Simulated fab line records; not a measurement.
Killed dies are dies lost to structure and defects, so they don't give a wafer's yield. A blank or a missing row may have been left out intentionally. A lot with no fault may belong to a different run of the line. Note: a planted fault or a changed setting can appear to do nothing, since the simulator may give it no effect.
Matching of chambers -- flow n5_finfet -- rie_diel-03 running N5_BEOL_M5_ETCH_75: 4 sister chambers
The step etches underlayer in N2/H2, target depth 6.5 nm, time 5.2 s. 30 wafers are shown with their chamber, then 12 later ones without.

== WAFERS WITH THEIR CHAMBER ==
wafer,chamber,showerhead_plenum_p_Torr (Torr),drypump_motor_current_A (A),throttle_valve_pct (%)
L075.2,0,2.62,6.2,18.26
L075.3,2,2.47,5.7,17.59
L075.5,0,2.62,6.2,18.29
L074.2,3,2.60,6.3,17.35
L074.5,3,2.60,6.3,17.33
L074.6,2,2.47,5.7,17.61
L081.1,2,2.46,5.7,17.60
L081.2,3,2.60,6.3,17.34
L081.3,0,2.61,6.2,18.27
L081.4,1,2.63,5.7,18.07
L081.5,3,2.60,6.3,17.34
L081.6,2,2.46,5.7,17.59
L082.1,2,2.46,5.7,17.64
L082.2,1,2.63,5.7,18.09
L082.3,3,2.60,6.4,17.35
L082.4,2,2.46,5.7,17.61
L082.5,1,2.63,5.7,18.07
L082.6,3,2.60,6.3,17.34
L079.2,2,2.46,5.7,17.64
L079.3,3,2.60,6.3,17.35
L079.4,3,2.60,6.3,17.36
L084.1,1,2.63,5.7,18.07
L084.3,3,2.60,6.3,17.36
L084.6,2,2.46,5.7,17.61
L086.3,0,2.61,6.2,17.84
L086.4,3,2.60,6.3,17.37
L086.5,0,2.61,6.2,17.83
L092.1,1,2.63,5.8,18.09
L092.2,2,2.45,5.7,17.63
L092.3,3,2.59,6.3,17.41

SIGNATURES (means of the wafers above)
reading,chamber 0,chamber 1,chamber 2,chamber 3,scatter within a chamber
showerhead_plenum_p_Torr,2.6140,2.6300,2.4611,2.5991,0.00438
drypump_motor_current_A,6.200,5.720,5.700,6.309,0.0256
throttle_valve_pct,18.0980,18.0780,17.6133,17.3545,0.0959
Rule: a wafer lies at a distance from a chamber equal to the root of the sum of squares, over the readings, of (its reading less the chamber's mean, divided by the reading's scatter). If the next closest chamber is less than 2 further off than the closest, the wafer can't be placed; otherwise it belongs to the closest. How the scatter is found: for the shown wafers, subtract from each reading the mean of its chamber, square and add these, divide the total by (wafers less chambers), then take the root.

== WAFERS WITH NO CHAMBER GIVEN ==
wafer,showerhead_plenum_p_Torr (Torr),drypump_motor_current_A (A),throttle_valve_pct (%)
L092.4,2.61,6.2,17.84
L092.5,2.59,6.3,17.39
L092.6,2.45,5.7,17.65
L095.1,2.45,5.7,17.66
L095.2,2.59,6.4,17.37
L095.3,2.60,6.2,17.86
L095.4,2.59,6.3,17.43
L095.5,2.45,5.7,17.64
L095.6,2.60,6.2,17.86
L096.2,2.45,5.7,17.66
L096.4,2.62,5.7,18.11
L096.6,2.60,6.2,17.85

== WHICH CHAMBER EACH ONE RAN IN ==
wafer,from the rows above,in truth
L092.4,0,0
L092.5,3,3
L092.6,2,2
L095.1,2,2
L095.2,3,3
L095.3,0,0
L095.4,3,3
L095.5,2,2
L095.6,0,0
L096.2,2,2
L096.4,1,1
L096.6,0,0
12 of 12 placed correctly. Number that these rows cannot place: 0. Wrongly placed: 0.
